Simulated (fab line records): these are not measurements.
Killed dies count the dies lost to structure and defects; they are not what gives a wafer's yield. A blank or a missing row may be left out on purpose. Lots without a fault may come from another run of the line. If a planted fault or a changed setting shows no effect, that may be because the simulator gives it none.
Chamber matching | flow n5-finfet | N5_BEOL_M4_CO_CAP_55 on cvd-co-01 has 3 sister chambers
The step material Co, precursor CCTBA/H2, target thk 2 nm, time 102.1 s. 3 wafers are shown with their chamber, then 11 later ones without.

## WAFERS WITH THEIR CHAMBER
wafer  | chamber | heater-power-w (W)
L085.1 | 1       | 242
L085.4 | 2       | 247
L087.1 | 0       | 223

## WAFERS WITH NO CHAMBER GIVEN
wafer  | heater-power-w (W)
L087.5 | 258
L087.6 | 231
L090.4 | 255
L090.5 | 241
L090.6 | 225
L092.1 | 229
L092.2 | 254
L092.3 | 243
L096.2 | 256
L096.4 | 240
L096.5 | 224

## CHAMBER TAKEN BY EACH
wafer  | from the rows above          | in truth
L087.5 | can't be placed: 2 or 1      | 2
L087.6 | can't be placed: 0 or 1 or 2 | 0
L090.4 | can't be placed: 2 or 1      | 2
L090.5 | can't be placed: 1 or 2      | 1
L090.6 | 0                            | 0
L092.1 | can't be placed: 0 or 1 or 2 | 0
L092.2 | can't be placed: 2 or 1      | 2
L092.3 | can't be placed: 1 or 2      | 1
L096.2 | can't be placed: 2 or 1      | 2
L096.4 | can't be placed: 1 or 2      | 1
L096.5 | 0                            | 0
2 of 11 placed correctly. Not placeable from these rows: 9 (in 9, the candidates include the true chamber). Placed wrongly: 0.
How it was worked out, from the rows above alone: a wafer's distance from a chamber is the root of the sum, over the readings, of the square of ((its reading less the chamber's mean) divided by the reading's scatter). If the next closest chamber is less than 2 further off than the closest, the wafer can't be placed; otherwise it belongs to the closest. A chamber's mean is the mean of its shown wafers. The scatter (one wafer shown for each chamber): square how far every hidden wafer sits from the nearest shown wafer, average those squares and take the square root.
